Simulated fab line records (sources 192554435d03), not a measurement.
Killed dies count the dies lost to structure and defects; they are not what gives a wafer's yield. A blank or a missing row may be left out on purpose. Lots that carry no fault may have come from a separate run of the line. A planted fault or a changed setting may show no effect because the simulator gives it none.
Matching of chambers	flow n5-finfet	uv-cure-03 running N5_BEOL_M10_CURE_72: 3 sister chambers
The step cures SiCOH lowk, time 120 s. 3 wafers are shown with their chamber, then 12 later ones without.

== WAFERS, EACH WITH ITS CHAMBER ==
wafer	chamber	wafer_temp_C_max
L078.6	0	373.0
L081.6	2	371.4
L083.5	1	372.5

== WAFERS WHOSE CHAMBER IS MISSING ==
wafer	wafer_temp_C_max
L086.1	371.8
L086.5	371.7
L086.6	371.6
L086.2	371.7
L086.3	371.3
L086.4	372.6
L093.1	371.6
L093.5	371.9
L093.6	372.2
L093.2	371.9
L093.3	372.0
L093.4	372.4

== WHICH CHAMBER EACH WENT THROUGH ==
wafer	from the rows above	in truth
L086.1	can't be placed: 2 or 1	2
L086.5	can't be placed: 2 or 1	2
L086.6	2	2
L086.2	can't be placed: 2 or 1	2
L086.3	2	2
L086.4	can't be placed: 1 or 0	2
L093.1	2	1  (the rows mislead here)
L093.5	can't be placed: 2 or 1 or 0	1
L093.6	can't be placed: 1 or 0 or 2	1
L093.2	can't be placed: 2 or 1 or 0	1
L093.3	can't be placed: 1 or 2 or 0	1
L093.4	can't be placed: 1 or 0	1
Correctly placed: 2 of 12. Can't be placed from these rows: 9 (the true chamber is among the candidates in 8). 1 placed wrongly.
How it was worked out, from the rows above alone: a wafer's distance from a chamber is the root of the sum, over the readings, of the square of ((its reading less the chamber's mean) divided by the reading's scatter). The wafer belongs to the nearest chamber; if the next one is less than 2 further off, it can't be placed. A chamber's mean is the mean of its shown wafers. The scatter: with one shown wafer a chamber, the root of the mean of the squares of how far each hidden wafer lies from its nearest shown one.
